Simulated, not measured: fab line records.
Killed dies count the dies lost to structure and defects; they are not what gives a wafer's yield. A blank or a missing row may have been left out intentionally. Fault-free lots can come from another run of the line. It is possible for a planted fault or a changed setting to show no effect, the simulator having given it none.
Problem report, 8D (eight disciplines) form, completed by code ; flow n5-finfet ; the parts of the form that need people (team, actions taken, sign-off) are left out

## 1. THE PROBLEM
run-length-s at N5_FIN_CUT_CUT_ETCH_26 reads a mean of 94.5 s on 3 wafers of 3 lots; wafers without a fault read 79.1 s with a standard deviation of 0.46. Relative to the usual mean, that is a shift of +33 standard deviations.
The step: etches SiNx in CH3F/O2, target depth 39 nm, time 55.7 s.
First observed at day 6 09:15: wafer L849.3, on rie-diel-02. The record holds 24 wafers of 9 lots with a number at this step. By rule, "out" or "out of limits" means more than 4 standard deviations away from the usual mean. All remaining wafers that have a number are taken as sound.

## 2. WHAT THIS IS AND IS NOT
question;is;is not
which readings at this step;run-length-s;drypump-motor-current-A, mfc-ar-sccm, oes_ar_750_au, oes-product-au, rf-vpp-V, showerhead-plenum-p-Torr, throttle-valve-pct
which lots;L849, L850, L854;L832, L834, L836, L840, L842, L852
which wafers of those lots;L849.3, L850.6, L854.3;L849.5, L850.5, L854.1
read on which tools;rie-diel-02;rie-diel-01, rie-diel-03
when;from day 6 09:15;"up to then (16 sound wafers); but 5 sound wafers of L850, L852, L854 came after"

## 3. WHAT RULES OUT EACH SUSPECT
Counting: a tool at a process step up to the reading stays a suspect if it ran every lot that is out. Sound lots after the first of them don't rule it out here, since some wafers of a struck lot are sound.
- rie-diel-02 at N5_FIN_CUT_ETCH_21 (etches SOC in N2/H2, target depth 219 nm, overetch 43.8 nm, time 523.5 s): kept. Every lot that is out went through it, the first being L849 (day 6 08:55); the last sound lot it ran before that was L842 (day 4 15:55).
- rie-diel-02 at N5_FIN_CUT_CUT_ETCH_26 (etches SiNx in CH3F/O2, target depth 39 nm, time 55.7 s): kept. Every lot that is out went through it, the first being L849 (day 6 09:15); the last sound lot it ran before that was L842 (day 4 16:16). Its own run-length-s readings are out on those wafers.
Left after counting: rie-diel-02 at N5_FIN_CUT_ETCH_21, rie-diel-02 at N5_FIN_CUT_CUT_ETCH_26.

## 4. THE CAUSE (what the simulator had put in)
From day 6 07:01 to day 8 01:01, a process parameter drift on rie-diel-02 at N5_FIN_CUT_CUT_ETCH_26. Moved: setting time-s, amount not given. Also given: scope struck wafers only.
Of the 2 suspects that counting leaves, this tool is one.

## 5. THE CHAIN OF EFFECTS, in route order
One row per reading whose mean, taken over the struck wafers that have a number, lies over 3 standard deviations from the usual. Only readings whose record carries a usual standard deviation are examined. hours: median over the lots of the time between each lot's start at the first step of this table that gives one and its start at this step. sigmas: the change, counted in usual standard deviations.
hours;step;reading;usual;on struck wafers;change;sigmas
0;N5_FIN_CUT_CUT_ETCH_26;run-length-s;79.1 s;94.5;+15.4;+33
It contains these process steps:
- N5_FIN_CUT_CUT_ETCH_26: etches SiNx in CH3F/O2, target depth 39 nm, time 55.7 s.
Later measuring or inspecting steps at which every struck wafer that the step has a row for has a number for every such reading, and none has moved that far: N5_BEOL_M4_RC_MEAS_101.

## 6. HOW IT WOULD HAVE BEEN CAUGHT EARLIER
The fault began at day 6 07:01; the first out-of-limits reading in this record came at day 6 09:15, 2 hours later.
